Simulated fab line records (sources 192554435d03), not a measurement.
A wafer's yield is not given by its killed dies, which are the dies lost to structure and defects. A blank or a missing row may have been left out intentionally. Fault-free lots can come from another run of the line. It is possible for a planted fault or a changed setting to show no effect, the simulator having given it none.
fab line records	flow n5-finfet
record lots=5	wafers=14	last-day=19
route steps=1938 shown BEOL_M8@1338 PASSIVATION@1936
lots that met no fault: taken from a fault-free run of the same line
start-h: hours from the record's first day to the start of the lot's first wafer shown	wait-h: how many hours have passed since the lot's step before this one	" the same as in the row above	L1.1+2: one row covering several wafers at once	- value missing, or start not given	* or withheld: withheld	< > ~ a bound
route shown NAME@n: a module of which the file shows steps, and the number in the route of the first	usual: average and standard deviation across the fault-free wafers	same: alike in all rows	chamber/n: place in a boat	sites: readings site by site	_std_site: their standard deviation	_edge_site: the outer-site mean with the inner-site mean subtracted	radius-mm: for every site, how far away it sits from the centre of the wafer	mask NAME#n: copy n	behind: the tool/chamber that last shaped the wafer	hold: cause of the lot's hold/its duration in hours/its outcome	device: which transistor (n, p or np) failed to switch	end of line: the same wafers' tests at the end of the route	a step given without rows: its recipe and nothing more	killed: not the wafer's yield, but the dies lost to structure and defects at the first sort	map: the dies of a wafer, with x for killed, . for not killed, _ for no die there
set.NAME: the run value of the setting; set.NAME@STEP: its run value at that earlier step	model.NAME: the simulator's own value behind a step, which no gauge read
a table for each step, a row for each wafer; lots at some steps of the route
services: the hour from which a tool's chamber was out of use, counted from the record's first day as start-h (under 0 if before that day), plus the number of hours and why
## steps
# step N5_BEOL_M8_COAT_60
# recipe resist=SiARC	temp-c=220	time-s=60	spin-rpm=1500	resist-thk-nm=35
# step N5_BEOL_M8_COAT_05
# recipe resist=CAR-ArF	spin-rpm=1500	resist-thk-nm=90
# step N5_BEOL_M8_EBR_07
# recipe solvent=PGMEA	ebr-width-mm=1.5
# step N5_BEOL_M8_SOFTBAKE_06
# recipe temp-c=110	time-s=60	resist=CAR-ArF
# step N5_BEOL_M8_EXPOSE_08
# recipe mask-id=M8	na=1.35	source-shape=dipole	sigma-inner=0.817	sigma-outer=0.97	polarization=te	dose-mj=68.25
# step N5_BEOL_M8_PEB_09
# recipe peb-temp-c=withheld	peb-time-s=60	resist=CAR-ArF
# step N5_BEOL_M8_DEVELOP_10
# recipe develop-time-s=30	developer=TMAH	resist=CAR-ArF	rinse-liquid=diw	dry=air-spin	dev-temp-c=23
# step N5_BEOL_M8_CD_MEAS_11
# recipe target-cd-nm=38.5	landing-energy-ev=500	detector=se-inlens	polarity=opening
# usual cd-nm=38.5/0.44
lot.wafer	tool	chamber	start-h	wait-h	cd-nm
L842.1	cd-sem-02	0	211.38	-	38.8
L842.4	"	0	"	"	38.4
L842.6	"	0	"	"	38.2
L841.1	cd-sem-02	0	226.00	-	39.2
L841.4	"	0	"	"	38.8
L841.5	"	0	"	"	39.1
L854.3	cd-sem-02	0	314.21	-	37.6
L854.4	"	0	"	"	38.5
L860.3	cd-sem-02	0	349.66	-	38.7
L860.5	"	0	"	"	38.3
L860.6	"	0	"	"	39.1
L862.2	cd-sem-03	0	375.69	-	38.1
L862.3	"	0	"	"	37.9
L862.6	"	0	"	"	38.4
# step N5_BEOL_M8_OVL_MEAS_12
# recipe points-per-wafer=44
# usual M8_OVL=0.1/0.65
lot.wafer	tool	chamber	start-h	wait-h	M8_OVL[nm]
L842.1	overlay-02	0	211.41	0.0	1.1
L842.4	"	0	"	"	0.7
L842.6	"	0	"	"	0.2
L841.1	overlay-01	0	226.03	0.0	-0.1
L841.4	"	0	"	"	-0.9
L841.5	"	0	"	"	1.0
L854.3	overlay-01	0	314.24	0.0	-0.9
L854.4	"	0	"	"	-0.4
L860.3	overlay-01	0	349.69	0.0	0.3
L860.5	"	0	"	"	-0.9
L860.6	"	0	"	"	-0.6
L862.2	overlay-01	0	375.72	0.0	0.9
L862.3	"	0	"	"	0.2
L862.6	"	0	"	"	0.7
# step N5_BEOL_M8_INSPECT_13
# recipe mode=adi	inspect-instrument=brightfield
# usual raw-defect-count=407/79
lot.wafer	tool	chamber	start-h	wait-h	raw-defect-count
L842.1	defect-inspect-02	-	211.44	0.0	315
L842.4	"	-	"	"	423
L842.6	"	-	"	"	260
L841.1	defect-inspect-02	-	226.05	0.0	414
L841.4	"	-	"	"	361
L841.5	"	-	"	"	368
L854.3	defect-inspect-01	-	314.27	0.0	459
L854.4	"	-	"	"	508
L860.3	defect-inspect-02	-	349.72	0.0	367
L860.5	"	-	"	"	292
L860.6	"	-	"	"	376
L862.2	defect-inspect-02	-	375.74	0.0	329
L862.3	"	-	"	"	488
L862.6	"	-	"	"	504
# step N5_BEOL_M8_DESCUM_16
# recipe chemistry=O2	time-s=7.9	source-power-w=50	bias-power-w=20	pressure-mtorr=20	rf-frequency-hz=2.712e+07	temp-c=40	resist=CAR-ArF	o2-flow-sccm=225
# usual drypump-motor-current-A=5.74/0.26	o2-flow-sccm=225.1/0.65	oes-product-au=0.83/0.069	rf-vpp-V=243.5/1.3	showerhead-plenum-p-Torr=2.11/0.06	throttle-valve-pct=20.24/0.25
lot.wafer	tool	chamber	start-h	wait-h	drypump-motor-current-A	o2-flow-sccm	oes-product-au	rf-hours-counter-h	rf-vpp-V	showerhead-plenum-p-Torr	throttle-valve-pct
L842.1	rie-diel-04	3	211.63	0.2	6.03	225.2	0.87	55	243.8	2.22	20.45
L842.4	"	0	"	"	5.42	224.0	0.67	242	243.2	2.07	20.43
L842.6	"	1	"	"	6.00	225.2	0.94	-	243.8	2.13	20.22
L841.1	rie-diel-05	0	226.09	0.0	5.54	225.2	0.77	133	243.1	2.12	20.28
L841.4	"	2	"	"	6.14	224.8	0.82	90	242.0	2.09	20.49
L841.5	"	0	"	"	5.56	226.3	0.76	-	241.8	2.12	20.26
L854.3	rie-diel-05	2	315.96	1.7	6.11	224.9	0.78	125	243.4	2.08	20.56
L854.4	"	3	"	"	5.89	224.9	0.86	38	243.0	2.04	20.28
L860.3	rie-diel-04	0	349.75	0.0	5.41	224.9	0.89	28	242.1	2.05	20.10
L860.5	"	0	"	"	5.43	225.1	0.88	-	243.7	2.05	20.09
L860.6	"	3	"	"	6.03	223.9	0.82	-	244.2	2.21	20.52
L862.2	rie-diel-06	3	375.90	0.2	5.25	224.6	0.86	61	243.0	2.11	19.83
L862.3	"	1	"	"	5.59	225.7	0.76	147	242.7	2.02	20.32
L862.6	"	2	"	"	5.77	224.8	0.79	-	245.5	2.19	20.08
# step N5_BEOL_M8_ETCH_61
# recipe chemistry=CF4	target=SiARC	target-depth-a=455	mask-material=CAR-ArF	time-s=75.8	ion-energy-ev=80	pressure-mtorr=40	source-w=545	bias-w=36	Ar_flow_sccm=100	cf4-flow-sccm=100	ends=cleared
# usual drypump-motor-current-A=5.73/0.26	etch-rf-on-time-s=76.0/1.4	mfc-ar-sccm=100.0/0.32	oes-product-au=0.71/0.061	rf-vpp-V=184.3/1.1	showerhead-plenum-p-Torr=2.16/0.057	throttle-valve-pct=15.45/0.21
lot.wafer	tool	chamber	start-h	wait-h	drypump-motor-current-A	etch-rf-on-time-s	mfc-ar-sccm	oes-product-au	rf-hours-counter-h	rf-vpp-V	showerhead-plenum-p-Torr	throttle-valve-pct
L842.1	rie-diel-04	3	211.67	0.0	6.04	74.2	100.4	0.73	55	185.8	2.27	15.57
L842.4	"	0	"	"	5.48	78.6	100.1	0.57	242	184.5	2.12	15.67
L842.6	"	1	"	"	6.01	74.1	99.7	0.79	-	183.8	2.17	15.38
L841.1	rie-diel-05	0	226.12	0.0	5.59	75.8	99.4	0.65	133	183.3	2.14	15.35
L841.4	"	2	"	"	6.13	76.7	99.9	0.70	90	184.0	2.15	15.70
L841.5	"	0	"	"	5.58	76.0	99.4	0.66	-	184.4	2.14	15.36
L854.3	rie-diel-05	2	316.00	0.0	6.15	76.7	99.4	0.66	125	185.1	2.14	15.78
L854.4	"	3	"	"	5.89	77.5	99.7	0.74	38	182.9	2.11	15.54
L860.3	rie-diel-04	0	349.78	0.0	5.48	75.4	99.9	0.76	28	183.1	2.11	15.24
L860.5	"	0	"	"	5.46	75.1	100.1	0.76	-	184.2	2.11	15.25
L860.6	"	3	"	"	6.01	75.2	99.8	0.69	-	185.5	2.25	15.65
L862.2	rie-diel-06	3	375.93	0.0	5.26	74.7	100.2	0.74	61	184.7	2.18	15.18
L862.3	"	1	"	"	5.59	75.6	100.3	0.66	147	182.7	2.08	15.55
L862.6	"	2	"	"	5.76	76.2	100.0	0.66	-	186.7	2.25	15.38
# step N5_BEOL_M8_ETCH_62
# recipe chemistry=N2/H2	target=SOC	target-depth-a=1100	overetch-a=220	mask-material=SiARC	temp-c=40	time-s=165	ion-energy-ev=200	pressure-mtorr=30	source-w=840	bias-w=150	n2-flow-sccm=200	h2-flow-sccm=200
# usual drypump-motor-current-A=5.74/0.26	oes-product-au=0.70/0.057	rf-vpp-V=524.5/2.2	showerhead-plenum-p-Torr=2.57/0.075	throttle-valve-pct=17.68/0.26
lot.wafer	tool	chamber	start-h	wait-h	drypump-motor-current-A	oes-product-au	rf-hours-counter-h	rf-vpp-V	showerhead-plenum-p-Torr	throttle-valve-pct	model.SiARC_of_BEOL_M8_COAT_60.thk-nm	model.BEOL_M8.cd-offset-nm
L842.1	rie-diel-04	3	211.72	0.0	6.03	0.72	55	528.2	2.71	17.80	28	0
L842.4	"	0	"	"	5.46	0.58	242	521.3	2.50	17.87	28.6	-0.2
L842.6	"	1	"	"	6.01	0.78	-	526.6	2.60	17.64	28.4	-0.6
L841.1	rie-diel-05	0	226.18	0.0	5.55	0.65	133	523.6	2.54	17.56	28.4	0.6
L841.4	"	2	"	"	6.15	0.69	90	525.1	2.57	18.00	28.4	0
L841.5	"	0	"	"	5.55	0.65	-	522.4	2.54	17.53	28.4	1
L854.3	rie-diel-05	2	316.05	0.0	6.12	0.66	125	524.5	2.56	18.07	28.6	-0.4
L854.4	"	3	"	"	5.91	0.74	38	524.2	2.49	17.88	26.8	1.4
L860.3	rie-diel-04	0	349.84	0.0	5.49	0.75	28	521.2	2.49	17.51	28.4	0.6
L860.5	"	0	"	"	5.44	0.75	-	522.7	2.49	17.51	28.4	0.2
L860.6	"	3	"	"	6.05	0.68	-	527.0	2.69	17.88	28.2	0.8
L862.2	rie-diel-06	3	375.99	0.0	5.27	0.74	61	525.6	2.57	17.41	28.2	-0.6
L862.3	"	1	"	"	5.61	0.65	147	521.2	2.45	17.85	28.2	-0.6
L862.6	"	2	"	"	5.74	0.67	-	527.1	2.66	17.43	28.2	0
# step N5_BEOL_M8_STRIP_68
# recipe chemistry=N2/H2	temp-c=40	n2-flow-sccm=200	h2-flow-sccm=200	rf-frequency-hz=6e+07
# step N5_BEOL_M8_STRIP_67
# recipe chemistry=CF4	resist=SiARC	power-w=300	bias-power-w=75	pressure-mtorr=50	cf4-flow-sccm=150	rf-frequency-hz=6e+07
# usual drypump-motor-current-A=5.73/0.26	oes-product-au=0.83/0.067	rf-vpp-V=271.5/1.4	showerhead-plenum-p-Torr=1.81/0.047	throttle-valve-pct=13.41/0.21
lot.wafer	tool	chamber	start-h	wait-h	drypump-motor-current-A	oes-product-au	rf-hours-counter-h	rf-vpp-V	showerhead-plenum-p-Torr	throttle-valve-pct
L842.1	rie-diel-04	3	211.87	0.0	6.02	0.85	56	273.0	1.89	13.46
L842.4	"	0	"	"	5.48	0.69	242	268.4	1.78	13.67
L842.6	"	1	"	"	6.05	0.92	-	271.8	1.81	13.31
L841.1	rie-diel-05	0	226.33	0.0	5.58	0.76	133	272.3	1.80	13.36
L841.4	"	2	"	"	6.13	0.81	90	271.1	1.79	13.64
L841.5	"	0	"	"	5.59	0.76	-	272.5	1.80	13.37
L854.3	rie-diel-05	2	316.20	0.0	6.12	0.78	125	271.1	1.78	13.72
L854.4	"	3	"	"	5.93	0.88	38	270.6	1.77	13.47
L860.3	rie-diel-04	0	349.99	0.0	5.43	0.88	28	271.0	1.77	13.21
L860.5	"	0	"	"	5.45	0.88	-	270.0	1.77	13.21
L860.6	"	3	"	"	6.05	0.80	-	273.2	1.88	13.59
L862.2	rie-diel-06	3	376.13	0.0	5.27	0.86	61	269.9	1.82	13.13
L862.3	"	1	"	"	5.60	0.77	147	267.6	1.74	13.51
L862.6	"	2	"	"	5.75	0.78	-	272.6	1.88	13.33
# step N5_BEOL_M8_HM_OPEN_17
# recipe chemistry=Cl2/BCl3	target-depth-a=200	overetch-a=60	target=TiN	mask-material=SOC	ion-energy-ev=150	pressure-mtorr=10	icp-w=1000	bias-w=126	Cl2_flow_sccm=53.25	bcl3-flow-sccm=21.75	Ar_flow_sccm=25
# usual drypump-motor-current-A=5.6/0.43	mfc-ar-sccm=25.01/0.066	oes-product-au=0.68/0.074	throttle-valve-pct=22.02/0.22
lot.wafer	tool	chamber	start-h	wait-h	drypump-motor-current-A	mfc-ar-sccm	oes-product-au	rf-hours-counter-h	throttle-valve-pct	model.BEOL_M8.cd-offset-nm
L842.1	rie-metal-01	1	211.91	0.0	4.9	25.03	0.53	117	22.41	-0.2
L842.4	"	0	"	"	6.1	24.89	0.52	-	22.30	-0.2
L842.6	"	0	"	"	6.1	25.01	0.52	-	22.28	-0.6
L841.1	rie-metal-02	0	226.37	0.0	5.4	24.93	0.72	17	22.16	0.6
L841.4	"	1	"	"	5.7	24.99	0.65	-	21.79	0
L841.5	"	0	"	"	5.4	24.96	0.72	-	22.15	0.8
L854.3	rie-metal-02	1	316.65	0.4	5.7	25.01	0.65	-	21.78	-0.2
L854.4	"	0	"	"	5.5	25.06	0.70	-	22.17	1.4
L860.3	rie-metal-03	1	350.06	0.1	5.5	25.13	0.71	-	21.91	0.6
L860.5	"	1	"	"	5.5	25.12	0.71	-	21.93	0.2
L860.6	"	0	"	"	6.4	25.04	0.68	-	22.24	0.6
L862.2	rie-metal-02	1	376.18	0.0	5.8	25.09	0.63	58	21.82	-0.4
L862.3	"	1	"	"	5.8	25.00	0.63	-	21.81	-0.4
L862.6	"	1	"	"	5.8	25.08	0.63	-	21.80	0.4
# step N5_BEOL_M8_STRIP_19
# recipe chemistry=O2	power-w=400	temp-c=40	pressure-mtorr=30	rf-frequency-hz=6e+07	bias-power-w=0	overash-fraction=0.2	o2-flow-sccm=225
# usual drypump-motor-current-A=5.74/0.26	o2-flow-sccm=225.1/0.63	oes-product-au=0.82/0.066	rf-vpp-V=3.7/0.53	showerhead-plenum-p-Torr=2.11/0.065	throttle-valve-pct=16.50/0.26
lot.wafer	tool	chamber	start-h	wait-h	drypump-motor-current-A	o2-flow-sccm	oes-product-au	rf-hours-counter-h	rf-vpp-V	showerhead-plenum-p-Torr	throttle-valve-pct
L842.1	rie-diel-06	1	212.02	0.1	5.59	226.4	0.82	90	3.0	2.04	16.46
L842.4	"	3	"	"	5.25	224.3	0.98	5	4.1	2.13	15.99
L842.6	"	2	"	"	5.73	225.1	0.86	-	4.2	2.21	16.24
L841.1	rie-diel-04	3	226.48	0.1	6.03	224.9	0.86	60	2.8	2.23	16.62
L841.4	"	1	"	"	6.05	223.7	0.93	24	3.9	2.13	16.48
L841.5	"	3	"	"	6.04	224.2	0.85	-	3.6	2.23	16.65
L854.3	rie-diel-05	0	316.83	0.2	5.58	225.7	0.75	160	3.0	2.11	16.56
L854.4	"	3	"	"	5.86	226.0	0.86	38	3.7	2.04	16.50
L860.3	rie-diel-06	0	350.18	0.1	5.62	225.0	0.79	110	3.3	2.19	16.71
L860.5	"	2	"	"	5.73	224.3	0.79	-	3.9	2.20	16.34
L860.6	"	1	"	"	5.59	225.0	0.76	-	4.0	2.02	16.55
L862.2	rie-diel-06	3	376.41	0.2	5.25	225.1	0.86	62	4.0	2.11	16.13
L862.3	"	2	"	"	5.76	225.3	0.79	110	4.4	2.19	16.36
L862.6	"	0	"	"	5.57	225.0	0.78	-	3.3	2.19	16.74
# step N5_PASSIVATION_PROBE_49
# usual defect-limited-yield=91.1/1.4	killed_at_M0_to_M3=36/11	killed_at_M4_up=14/5.2	killed-at-contacts=12/6.1	killed-at-front-end=40/12	killed-at-other=3.2/2.5	killed-dies=105/16	killed-open=68/12	killed-short=35/8.7	sort_bin_5_function=5.2/0.89	sort_bin_6_memory=3.3/0.66	sort-n-pass=1074/16	sort-yield-pct=91.1/1.4
# same gross-dies=1180	killed-at-back-side=0	sort_bin_4_leakage[%]=0	sort_bin_8_speed[%]=0
lot.wafer	tool	chamber	start-h	wait-h	defect-limited-yield[%]	killed_at_M0_to_M3	killed_at_M4_up	killed-at-contacts	killed-at-front-end	killed-at-other	killed-dies	killed-open	killed-short	sort_bin_5_function[%]	sort_bin_6_memory[%]	sort-n-pass	sort-yield-pct[%]
L841.1	prober-01	-	320.55	0.0	88.7	43	22	9	58	1	133	90	41	6.4	4.6	1047	88.7
L841.4	prober-01	-	320.70	0.2	89.7	29	15	13	63	2	122	71	43	5.3	4.2	1058	89.7
L841.5	prober-01	-	320.75	0.2	89.0	28	23	14	63	2	130	78	41	5.9	3.8	1050	89.0
# killed by level:class
L841.1 STI_FIN_REVEAL:geometric-particle:open=17 BEOL_M2:geometric-particle:open=14 FIN_SAQP:geometric-particle:open=8 BEOL_M0_SAQP:geometric-particle:short=8 BEOL_M1:geometric-particle:open=8 DUMMY_GATE:geometric-particle:open=7 MOL_CONTACT_COAG:geometric-particle:open=7 STI_FIN_REVEAL:geometric-particle:short=6
L841.4 STI_FIN_REVEAL:geometric-particle:open=15 FIN_SAQP:geometric-particle:short=13 MOL_CONTACT_COAG:geometric-particle:open=12 BEOL_M2:geometric-particle:open=9 GATE_CUT:geometric-particle:short=8 FIN_SAQP:geometric-particle:open=6 STI_FIN_REVEAL:geometric-particle:short=6 BEOL_M4:geometric-particle:open=6
L841.5 STI_FIN_REVEAL:geometric-particle:open=18 MOL_CONTACT_COAG:geometric-particle:open=12 BEOL_M4:geometric-particle:open=10 FIN_SAQP:geometric-particle:short=9 FIN_SAQP:geometric-particle:open=9 BEOL_M0_SAQP:geometric-particle:short=6 BEOL_M2:geometric-particle:open=6 HKMG_FIN:area-etch=6
## services
tool	chamber	start-h	hours	kind
rie-diel-05	-	238.15	0.8	repair
rie-diel-04	0	238.47	-	clean
rie-diel-04	0	238.47	-	consumable-replace:focus-ring
rie-diel-04	0	238.47	12.6	scheduled-down
rie-diel-04	0	238.47	12.6	vent-cycle
rie-metal-01	-	238.53	0.7	repair
rie-metal-01	0	257.63	-	clean
rie-metal-01	0	257.63	19.7	scheduled-down
rie-metal-01	0	257.63	19.7	vent-cycle
rie-diel-04	2	272.93	-	clean
rie-diel-04	2	272.93	-	consumable-replace:focus-ring
rie-diel-04	2	272.93	-	consumable-replace:showerhead
rie-diel-04	2	272.93	28.6	scheduled-down
rie-diel-04	2	272.93	28.6	vent-cycle
rie-metal-01	1	277.35	-	clean
rie-diel-04	-	292.12	28.1	pm
rie-metal-01	-	308.64	2.8	pm
rie-diel-04	1	326.00	10.0	repair
rie-diel-05	0	329.85	3.2	repair
rie-metal-02	0	330.54	9.5	repair
rie-diel-05	-	339.29	2.8	pm
rie-diel-04	-	341.02	0.3	repair
rie-diel-05	1	355.98	1.7	repair
rie-metal-01	0	359.58	12.0	repair
## key
first-sign none at tools or gauges
model-effect step=N5_BEOL_M8_ETCH_62	value=SiARC_of_BEOL_M8_COAT_60.thk-nm	without=28.8	struck=26.8
model-effect step=N5_BEOL_M8_HM_OPEN_17	value=BEOL_M8.cd-offset-nm	without=0.4	struck=1.4
met-at N5_BEOL_M8_ETCH_62
struck-wafers L854.4
onset-between 226.18 316.05
fault kind=process-parameter-drift	tool=rie-diel-05	chamber=-	onset-h=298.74	steps=N5_BEOL_M8_ETCH_62	channel=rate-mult	offset=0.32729	shape=step	end-h=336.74	scope=struck-wafers-only
